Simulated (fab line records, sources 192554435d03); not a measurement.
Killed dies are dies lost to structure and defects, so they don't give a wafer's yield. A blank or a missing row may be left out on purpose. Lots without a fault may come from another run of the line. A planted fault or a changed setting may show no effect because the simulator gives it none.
fab line records | flow n5_finfet
record lots=4 wafers=12 last_day=16
route steps=1938 shown BEOL_M11@1552
lots that met no fault: from a run of the same line without faults
start_h: hours from the record's first day to the start of the lot's first wafer shown | wait_h: hours since the lot's step before | " the same as in the row above | L1.1+2: a row that stands for several wafers | - no value, or no start given | * or withheld: withheld | < > ~ a bound
route shown NAME@n: a module of which the file shows steps, and the number in the route of the first | usual: mean/standard deviation of fault-free wafers | same: alike in all rows | chamber/n: place in a boat | sites: the reading at each site | _std_site: their standard deviation | _edge_site: outer sites' mean less inner sites' | radius_mm: how far each site lies from the wafer's centre | mask NAME#n: copy n | behind: the tool/chamber that last shaped the wafer | hold: why the lot was held/for how many hours/how that ended | device: the transistor (n, p or np) that didn't switch | end of line: the same wafers' tests at the end of the route | a step without rows: its recipe alone | killed: dies lost to structure and defects at the first sort, not the wafer's yield | map: a wafer's dies, x killed, . not, _ none there
set.NAME: the setting as run; set.NAME@STEP: as run at that earlier step | model.NAME: the simulator's own value behind a step, which no gauge read
lots at some steps of the route; a table a step, a row a wafer
services: from which hour (start_h, from the record's first day; less than 0 if before it) a tool's chamber was out of use, for how many hours, and why
## steps
# step N5_BEOL_M11_DESCUM_16
# recipe chemistry=O2 time_s=7.9 source_power_w=50 bias_power_w=20 pressure_mtorr=20 rf_frequency_hz=2.712e+07 temp_c=40 resist=CAR-ArF o2_flow_sccm=225
# step N5_BEOL_M11_ETCH_61
# recipe chemistry=CF4 target=SiARC target_depth_a=390 mask_material=CAR-ArF time_s=65 ion_energy_ev=80 pressure_mtorr=40 source_w=545 bias_w=36 Ar_flow_sccm=100 cf4_flow_sccm=100 ends=cleared
# step N5_BEOL_M11_ETCH_62
# recipe chemistry=N2/H2 target=SOC target_depth_a=1100 overetch_a=220 mask_material=SiARC temp_c=40 time_s=165 ion_energy_ev=200 pressure_mtorr=30 source_w=840 bias_w=150 n2_flow_sccm=200 h2_flow_sccm=200
# step N5_BEOL_M11_STRIP_68
# recipe chemistry=N2/H2 temp_c=40 n2_flow_sccm=200 h2_flow_sccm=200 rf_frequency_hz=6e+07
# step N5_BEOL_M11_STRIP_67
# recipe chemistry=CF4 resist=SiARC power_w=300 bias_power_w=75 pressure_mtorr=50 cf4_flow_sccm=150 rf_frequency_hz=6e+07
# step N5_BEOL_M11_HM_OPEN_17
# recipe chemistry=Cl2/BCl3 target_depth_a=200 overetch_a=60 target=TiN mask_material=SOC ion_energy_ev=150 pressure_mtorr=10 icp_w=1000 bias_w=126 Cl2_flow_sccm=53.25 bcl3_flow_sccm=21.75 Ar_flow_sccm=25
# step N5_BEOL_M11_STRIP_19
# recipe chemistry=O2 power_w=400 temp_c=40 pressure_mtorr=30 rf_frequency_hz=6e+07 bias_power_w=0 overash_fraction=0.2 o2_flow_sccm=225
# step N5_BEOL_M11_COAT_63
# recipe resist=SOC temp_c=250 time_s=60 spin_rpm=1500 resist_thk_nm=100
# step N5_BEOL_M11_COAT_64
# recipe resist=SiARC temp_c=220 time_s=60 spin_rpm=1500 resist_thk_nm=30
# usual plate_temp_C=219.97/0.19 spin_speed_rpm=1500.2/1.1
# columns lot.wafer tool chamber start_h wait_h plate_temp_C spin_speed_rpm model.SiARC_of_BEOL_M11_COAT_64.thk_nm
L843.1 litho_track-02 0 242.15 - 219.64 1497.8 30
L843.3 " 0 " " 219.96 1498.5 30
L843.5 " 0 " " 219.76 1500.5 30.2
L856.2 litho_track-03 0 318.63 - 220.06 1500.8 30.2
L856.3 " 0 " " 220.20 1502.4 30.2
L856.4 " 0 " " 219.88 1501.2 30.2
L857.3 litho_track-02 0 323.74 - 219.90 1448.4 30.6
L857.4 " 0 " " 220.15 1450.9 30.6
L857.5 " 0 " " 220.05 1450.5 30.6
L859.2 litho_track-02 0 337.89 - 220.14 1450.8 30.8
L859.3 " 0 " " 220.19 1450.6 30.6
L859.6 " 0 " " 220.00 1454.1 30.6
# step N5_BEOL_M11_COAT_22
# recipe resist=CAR-ArF spin_rpm=1500 resist_thk_nm=90
# step N5_BEOL_M11_EBR_24
# recipe solvent=PGMEA ebr_width_mm=1.5
# step N5_BEOL_M11_SOFTBAKE_23
# recipe temp_c=110 time_s=60 resist=CAR-ArF
# step N5_BEOL_M11_EXPOSE_25
# recipe mask_id=V10 na=1.35 source_shape=annular sigma_inner=0.5 sigma_outer=0.8 polarization=unpolarized dose_mj=85.5
# step N5_BEOL_M11_PEB_26
# recipe peb_temp_c=withheld peb_time_s=60 resist=CAR-ArF
# step N5_BEOL_M11_DEVELOP_27
# recipe develop_time_s=30 developer=TMAH resist=CAR-ArF rinse_liquid=diw dry=air_spin dev_temp_c=23
# step N5_BEOL_M11_DESCUM_33
# recipe chemistry=O2 time_s=7.9 source_power_w=50 bias_power_w=20 pressure_mtorr=20 rf_frequency_hz=2.712e+07 temp_c=40 resist=CAR-ArF o2_flow_sccm=225
# step N5_BEOL_M11_ETCH_65
# recipe chemistry=CF4 target=SiARC target_depth_a=390 mask_material=CAR-ArF time_s=65 ion_energy_ev=80 pressure_mtorr=40 source_w=545 bias_w=36 Ar_flow_sccm=100 cf4_flow_sccm=100 ends=cleared
# usual drypump_motor_current_A=5.6/0.4 etch_rf_on_time_s=64.9/1.4 oes_product_au=0.68/0.068 rf_vpp_V=183.9/1.1 showerhead_plenum_p_Torr=2.13/0.074 throttle_valve_pct=15.57/0.26
# columns lot.wafer tool chamber start_h wait_h drypump_motor_current_A etch_rf_on_time_s oes_product_au rf_hours_counter_h rf_vpp_V showerhead_plenum_p_Torr throttle_valve_pct model.etch.depth_nm model.CAR-ArF_of_BEOL_M11_COAT_22.thk_nm
L843.1 rie_diel-05 3 242.65 0.0 5.4 63.5 0.69 96 184.1 2.15 15.64 30.01 55.2
L843.3 " 0 " " 6.1 64.2 0.76 44 184.0 2.10 15.15 30.01 55.4
L843.5 " 2 " " 5.8 65.0 0.64 - 183.1 2.14 15.78 30.11 55.2
L856.2 rie_diel-05 2 319.13 0.0 5.8 65.6 0.62 181 184.1 2.13 15.82 30.22 55.6
L856.3 " 0 " " 6.0 65.0 0.73 71 183.3 2.09 15.20 30.11 55
L856.4 " 1 " " 5.5 65.4 0.61 206 184.0 2.03 15.45 30.13 55.2
L857.3 rie_diel-04 1 324.24 0.0 5.1 65.5 0.75 23 183.3 2.09 15.31 30.63 55
L857.4 " 2 " " 5.0 64.3 0.63 215 181.9 2.03 15.66 30.64 54.8
L857.5 " 2 " " 5.0 64.6 0.63 - 183.2 2.03 15.65 30.61 55
L859.2 rie_diel-04 1 338.26 0.0 5.0 65.0 0.75 28 182.9 2.09 15.32 30.73 54.8
L859.3 " 3 " " 5.4 66.7 0.68 84 184.9 2.26 15.24 30.59 55
L859.6 " 0 " " 6.3 64.3 0.69 - 182.6 2.06 15.75 30.66 54.8
# step N5_BEOL_M11_ETCH_66
# recipe chemistry=N2/H2 target=SOC target_depth_a=1200 overetch_a=240 mask_material=SiARC temp_c=40 time_s=180 ion_energy_ev=200 pressure_mtorr=30 source_w=840 bias_w=150 n2_flow_sccm=200 h2_flow_sccm=200
# usual drypump_motor_current_A=5.6/0.4 oes_product_au=0.64/0.061 rf_vpp_V=523.7/2.6 showerhead_plenum_p_Torr=2.53/0.09 throttle_valve_pct=17.8/0.31
# columns lot.wafer tool chamber start_h wait_h drypump_motor_current_A oes_product_au rf_hours_counter_h rf_vpp_V showerhead_plenum_p_Torr throttle_valve_pct model.SiARC_of_BEOL_M11_COAT_64.thk_nm
L843.1 rie_diel-05 3 242.70 0.0 5.4 0.64 96 524.1 2.55 17.8 23
L843.3 " 0 " " 6.1 0.72 44 522.9 2.49 17.5 22.8
L843.5 " 2 " " 5.7 0.60 - 523.5 2.54 18.1 23
L856.2 rie_diel-05 2 319.18 0.0 5.8 0.58 181 523.3 2.53 18.1 23
L856.3 " 0 " " 6.1 0.69 71 521.3 2.48 17.5 22.8
L856.4 " 1 " " 5.5 0.57 206 521.0 2.40 17.5 22.6
L857.3 rie_diel-04 1 324.29 0.0 5.0 0.71 23 522.6 2.47 17.4 23
L857.4 " 2 " " 5.0 0.57 215 521.0 2.42 18.0 23.2
L857.5 " 2 " " 5.0 0.59 - 520.1 2.42 18.0 23.2
L859.2 rie_diel-04 1 338.31 0.0 5.0 0.69 28 522.1 2.47 17.4 23
L859.3 " 3 " " 5.4 0.64 84 530.4 2.69 17.4 23.2
L859.6 " 0 " " 6.3 0.64 - 521.7 2.47 18.2 23.2
# step N5_BEOL_M11_STRIP_69
# recipe chemistry=N2/H2 temp_c=40 n2_flow_sccm=200 h2_flow_sccm=200 rf_frequency_hz=6e+07
## services
# columns tool chamber start_h hours kind
rie_diel-04 1 231.91 - clean
rie_diel-04 1 231.91 - consumable_replace:focus_ring
rie_diel-04 1 231.91 14.9 scheduled_down
rie_diel-04 1 231.91 14.9 vent_cycle
rie_diel-05 - 243.98 0.4 repair
rie_diel-05 1 248.26 8.4 repair
rie_diel-05 - 265.91 4.3 pm
rie_diel-05 - 283.06 1.3 repair
rie_diel-04 2 310.40 11.5 repair
## key
first_sign step=N5_BEOL_M11_COAT_64 reading=spin_speed_rpm direction=down sigmas=44 usual=* struck=*
effect none on later readings
model_effect step=N5_BEOL_M11_COAT_64 value=SiARC_of_BEOL_M11_COAT_64.thk_nm without=30.13 struck=30.63
model_effect step=N5_BEOL_M11_ETCH_65 value=etch.depth_nm without=30.13 struck=30.64
model_effect step=N5_BEOL_M11_ETCH_66 value=SiARC_of_BEOL_M11_COAT_64.thk_nm without=22.6 struck=23.13
met_at N5_BEOL_M11_COAT_64
struck_wafers L857.3,L857.4,L857.5,L859.2,L859.3,L859.6
onset_between 242.15 323.74
fault kind=process_parameter_drift tool=litho_track-02 chamber=- onset_h=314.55 steps=N5_BEOL_M11_COAT_64 channel=spin_rpm offset=* shape=step end_h=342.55 acts_in=* stated=*
